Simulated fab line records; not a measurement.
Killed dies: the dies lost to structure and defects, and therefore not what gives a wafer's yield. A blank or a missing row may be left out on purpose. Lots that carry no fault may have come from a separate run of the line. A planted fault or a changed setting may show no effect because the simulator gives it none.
Struck lot and sound lot, side by side -- flow n5Finfet -- 36 out of 1938 route steps
Sound: wafers L638.1, L638.4, L638.6. Wafers struck: L653.4, L653.5, L653.6. The cause comes at the end.
Each step with rows lists, per side, the tool, then ch with its chambers, then its first start. Under that, the readings that differ: sound wafers -- struck wafers -- difference of the means -- sigmas: that difference in standard deviations of wafers without a fault.
alike: words and numbers the same on both sides, and readings whose means are apart by under 2 such deviations; not compared: readings that were withheld, readings missing a value for some wafer, numbers with overlapping values and no deviation given by the record, and bounds like >300 which may hide the same value.
The two part at a step that has a row with sigmas, a row that says differs or no value, or rows on one side only. When numbers do not overlap yet have no deviation, they are printed without sigmas and do not part them. A reading that every wafer of one side lacks parts them only if that side has two wafers or more.

first, 9 steps without rows for these wafers: N5_STI_FIN_REVEAL_SRD_21 (time 30 s); N5_STI_FIN_REVEAL_OXIDATION_33 (chemistry O2 PLASMA REMOTE, time 20 s); N5_STI_FIN_REVEAL_CLEAN_19 (cleans in O3/DIW, time 120 s); N5_STI_FIN_REVEAL_SRD_23 (time 30 s); N5_STI_FIN_REVEAL_PRECLEAN_18 (cleans in SC2, time 45 s); N5_STI_FIN_REVEAL_SRD_28 (time 30 s); N5_DUMMY_GATE_PRECLEAN_00 (cleans in O3/DIW, time 60 s); N5_DUMMY_GATE_SRD_01 (time 30 s); N5_DUMMY_GATE_ALD_02 (deposits SiO2, target thk 2 nm, pulse time 1 s).
N5_DUMMY_GATE_CVD_03: deposits a-Si from SiH4, target thk 150 nm, time 8042 s.
  sound on lpcvd-01 ch 1/15,1/29,1/39, day 3 08:43; struck on lpcvd-01 ch 0/54,0/59,0/64, day 7 00:54
reading,sound,struck,difference,sigmas
spikeTcBottomC (C),551 551 551,559 559 559,+8,+2
model.a-Si_of_DUMMY_GATE_CVD_03.thkNm (nm),152 151.8 151.4,68.8 69 69.2,-82.7,
then, 2 steps without rows for these wafers: N5_DUMMY_GATE_PRECLEAN_46 (cleans in DIW, time 89.5 s); N5_DUMMY_GATE_SRD_47 (dry time 32 s).
N5_DUMMY_GATE_CMP_04: polishes a-Si.
  sound on cmp-01 ch 1,3, day 3 12:29; struck on cmp-04 ch 0,1,3, day 7 04:41
reading,sound,struck,difference,sigmas
timeToEndpointS (s),10.9 15.9 11.8,- - -,no value on the struck wafers,
model.a-Si_of_DUMMY_GATE_CVD_03.thkNm (nm),70 71 69.6,68.8 69 69.2,-1.2,
  alike: motorCurrentA, slurryFilterDpKPa
then, 21 steps without rows for these wafers: N5_DUMMY_GATE_HM_DEP_06 (deposits SiNx from DCS/NH3, target thk 80 nm, time 5141 s); N5_DUMMY_GATE_PECVD_30 (deposits SiO2 from TEOS/O2, target thk 55 nm, time 10.8 s); N5_DUMMY_GATE_COAT_34 (time 60 s, resist thk 60 nm); N5_DUMMY_GATE_COAT_35 (time 60 s, resist thk 10 nm); N5_DUMMY_GATE_COAT_28 (time 60 s, resist thk 10 nm); N5_DUMMY_GATE_COAT_09 (resist thk 30 nm); N5_DUMMY_GATE_EBR_11; N5_DUMMY_GATE_SOFTBAKE_10 (time 60 s); N5_DUMMY_GATE_EXPOSE_12 (exposes mask GATE, target cd 25 nm); N5_DUMMY_GATE_PEB_13 (peb time 60 s); N5_DUMMY_GATE_DEVELOP_14 (develop time 30 s); N5_DUMMY_GATE_DESCUM_20 (chemistry O2, time 6.2 s); N5_DUMMY_GATE_ETCH_29 (etches underlayer in N2/H2, target depth 13 nm); N5_DUMMY_GATE_ETCH_36 (etches SiARC in CF4, target depth 13 nm); N5_DUMMY_GATE_ETCH_37 (etches SOC in N2/H2, target depth 60 nm, overetch 30 nm); N5_DUMMY_GATE_STRIP_38 (strips in N2/H2); N5_DUMMY_GATE_STRIP_39 (strips in N2/H2); N5_DUMMY_GATE_TRIM_49 (chemistry O2, time 29 s, target cd 14 nm); N5_DUMMY_GATE_STRIP_40 (strips in CF4); N5_DUMMY_GATE_ETCH_31 (etches SiO2 in C4F6/O2, target depth 82.5 nm, time 27.5 s); N5_DUMMY_GATE_STRIP_41 (strips in O2).
N5_DUMMY_GATE_ETCH_44: etches poly-Si in HBr/O2, stops on SiO2, target depth 127.5 nm.
  sound on rieSi-01 ch 0,2,3, day 3 18:37; struck on rieSi-01 ch 0,1,3, day 7 10:04
reading,sound,struck,difference,sigmas
model.DUMMY_GATE.featureDepthNm (nm),70 71 69.6,69 69 69.2,-1,
model.etch.depthNm (nm),69.91 71.02 69.67,68.9 69.09 69.1,-1.2,
  alike: biasW, drypumpMotorCurrentA, heBacksideLeakSccm, oesProductAu, throttleValvePct
  not compared: rfHoursCounterH
-- a jump in the record: the struck wafers' starts before and after are 11 days apart (it breaks off in module DUMMY_GATE and resumes in module PASSIVATION, where the first step shown is number 1936 of the route) --
N5_PASSIVATION_PROBE_49:
  sound on prober-02 at day 13 06:57; struck on prober-02 at day 18 12:17
reading,sound,struck,difference,sigmas
killedAtFrontEnd,24 62 36,1113 1128 1111,+1077,+98
killedDies,94 135 102,1180 1180 1180,+1070,+63
killedOnRim,14 18 14,152 152 152,+137,+33
  alike: killed_at_M0_to_M3, killed_at_M4_up, killedAtContacts, killedAtOther, killedOpen, killedShort

## WHERE THEY PART
Earliest at N5_DUMMY_GATE_CVD_03; latest, in this record, at N5_PASSIVATION_PROBE_49.

WHY: whatever the simulator had introduced
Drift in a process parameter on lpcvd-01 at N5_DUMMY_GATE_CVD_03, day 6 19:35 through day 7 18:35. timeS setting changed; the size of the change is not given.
